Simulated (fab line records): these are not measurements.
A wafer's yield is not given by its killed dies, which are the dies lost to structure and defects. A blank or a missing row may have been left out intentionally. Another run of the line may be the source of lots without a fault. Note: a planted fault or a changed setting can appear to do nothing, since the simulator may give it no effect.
2 desks, one fault	flow n5-finfet	every desk sees just its own numbers, and what lay behind them comes last

## METROLOGY DESK
What the gauges read for every lot (on any tool): the sampled wafers with a number, averaged. The brackets show how far a lot's mean lies from the usual mean; more than 4 standard deviations puts the lot out of limits, marked OUT. Shown are 7 of the 11 readings it has, namely the first that went out of limits plus those furthest out on some lot.
Columns: A = cd-nm at N5_BEOL_M0_SAQP_CD_MEAS_14, usual 42.5 nm; B = DIBL_N at N5_BEOL_M4_RC_MEAS_101, usual 37.2 mV/V; C = IOFF_N at N5_BEOL_M4_RC_MEAS_101, usual 0.18 nA/um; D = IOFF_P at N5_BEOL_M4_RC_MEAS_101, usual 0.22 nA/um; E = ION_P at N5_BEOL_M4_RC_MEAS_101, usual 462 uA/um; F = SS_N at N5_BEOL_M4_RC_MEAS_101, usual 71.8 mV/dec; G = SS_P at N5_BEOL_M4_RC_MEAS_101, usual 73.5 mV/dec
lot	first seen here	A	B	C	D	E	F	G
L710	day 5 15:44	42.6	36.0	0.16	0.17	452	71.4	73.0
L712	day 6 09:12	42.6	37.8	0.19	0.25	464	72.2	73.2
L714	day 6 18:49	42.2	36.6	0.18	0.23	466	71.9	73.6
L718	day 7 16:02	43.0	36.4	0.14	0.20	468	71.0	72.6
L722	day 9 00:52	49.1 (+17) OUT	36.1	0.16	0.21	464	71.2	74.0
L723	day 9 01:51	49.2 (+17) OUT	38.8	0.19	0.23	466	71.5	73.4
L724	day 9 06:59	47.7 (+13) OUT	37.2	0.16	0.21	462	71.7	73.5
L729	day 10 12:22	42.3	37.0	0.18	0.24	466	72.0	73.4
L730	day 10 15:55	42.0	36.9	0.20	0.23	462	72.0	73.5
L732	day 11 06:59	42.0	35.3	0.15	0.19	457	72.1	73.3
Finding of this desk: L722, L723, L724 out of limits; the first was L722 at day 9 00:52, on cd-nm at N5_BEOL_M0_SAQP_CD_MEAS_14. L710, L712, L714, L718, L729, L730, L732 stayed within limits.

## THE DEFECT DESK
What the inspections along the route counted, lot by lot: means of the sampled wafers that have a number. The brackets show how far a lot's mean lies from the usual mean; more than 4 standard deviations puts the lot out of limits, marked OUT.
Columns: A = raw-defect-count at N5_BEOL_M0_SAQP_INSPECT_16, usual 513
lot	first seen here	A
L710	day 5 15:47	506
L712	day 6 09:15	692
L714	day 6 18:52	499
L718	day 7 16:05	519
L722	day 9 00:55	627
L723	day 9 01:55	409
L724	day 9 07:02	459
L729	day 10 12:25	595
L730	day 10 15:58	403
L732	day 11 07:02	455
This desk's finding: nothing out of limits on any of the 10 lots.

## PUT TOGETHER
Metrology desk: alarm possible at day 9 00:52 on L722, L723, L724.
Nothing the defect desk looked at was out of limits.
The defect desk has L722, L723, L724 on record, within its limits.
N5_BEOL_M0_SAQP_PEB_12 was run on litho-track-01 by each of the lots named.

## WHAT THE SIMULATOR HAD PUT IN
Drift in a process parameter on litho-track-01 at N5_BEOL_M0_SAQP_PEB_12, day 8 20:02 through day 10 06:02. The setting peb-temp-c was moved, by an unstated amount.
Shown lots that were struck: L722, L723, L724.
Hours from the fault's start to each desk's first reading out of limits: the metrology desk, 5.
